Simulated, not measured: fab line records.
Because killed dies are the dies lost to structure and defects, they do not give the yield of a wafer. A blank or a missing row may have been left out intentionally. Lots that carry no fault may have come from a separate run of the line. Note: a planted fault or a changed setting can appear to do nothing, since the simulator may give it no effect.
Which tool was responsible? + flow nandHarc + 18 wafers from 6 lots sampled at 2 of the route's 1302 steps

## WHAT THE GAUGES SHOWED, per wafer
NHARC_P_CONTACT_CD_MEAS_19.
| lot  | measured     | on       | cdNm (nm)      |
|------|--------------|----------|----------------|
| L115 | day 7 18:23  | cdSem-01 | 89.9 91.0 91.2 |
| L123 | day 11 04:17 | cdSem-03 | 89.9 89.6 91.1 |
| L124 | day 11 22:01 | cdSem-03 | 89.9 87.7 90.3 |
| L129 | day 13 23:55 | cdSem-02 | 90.0 91.9 88.6 |
| L131 | day 14 16:53 | cdSem-01 | 91.7 92.4 90.2 |
| L133 | day 15 17:48 | cdSem-02 | 90.3 86.9 90.2 |

## WHAT TOOL EACH LOT RAN ON (gives the tool, then ch and the chambers of the sampled wafers, and finally the start)
| lot  | NHARC_P_CONTACT_ETCH_35           |
|------|-----------------------------------|
| L115 | rieDiel-12 ch 0,1,2, day 7 17:35  |
| L123 | rieDiel-03 ch 1,2, day 11 03:30   |
| L124 | rieDiel-13 ch 0,1,3, day 11 21:14 |
| L129 | rieDiel-13 ch 0,2,3, day 13 23:08 |
| L131 | rieDiel-03 ch 1,2,3, day 14 16:05 |
| L133 | rieDiel-13 ch 0,1,2, day 15 16:53 |
- NHARC_P_CONTACT_ETCH_35: etches the open film in CF4, target depth 39 nm, time 65 s.

## THE ANSWER, worked out from the rows above alone
Rule: the lots themselves supply what counts as usual. The widest of any qualifying gaps counts: lots, ordered by their means at a reading, are off when they make up no more than a third of the lots, leave a main group of 4 or more, and stand apart from it by 3 or more times the standard deviation of that group's means. A main group is skipped when, at the precision printed for the reading in the tables above, its means are all equal. A lot without any number at a reading at which 4 lots or more have one is off too. All remaining lots with rows at the step are treated as sound.
Nothing can be told from this: no lot is off at any reading shown.

## WHAT WAS PUT IN BY THE SIMULATOR
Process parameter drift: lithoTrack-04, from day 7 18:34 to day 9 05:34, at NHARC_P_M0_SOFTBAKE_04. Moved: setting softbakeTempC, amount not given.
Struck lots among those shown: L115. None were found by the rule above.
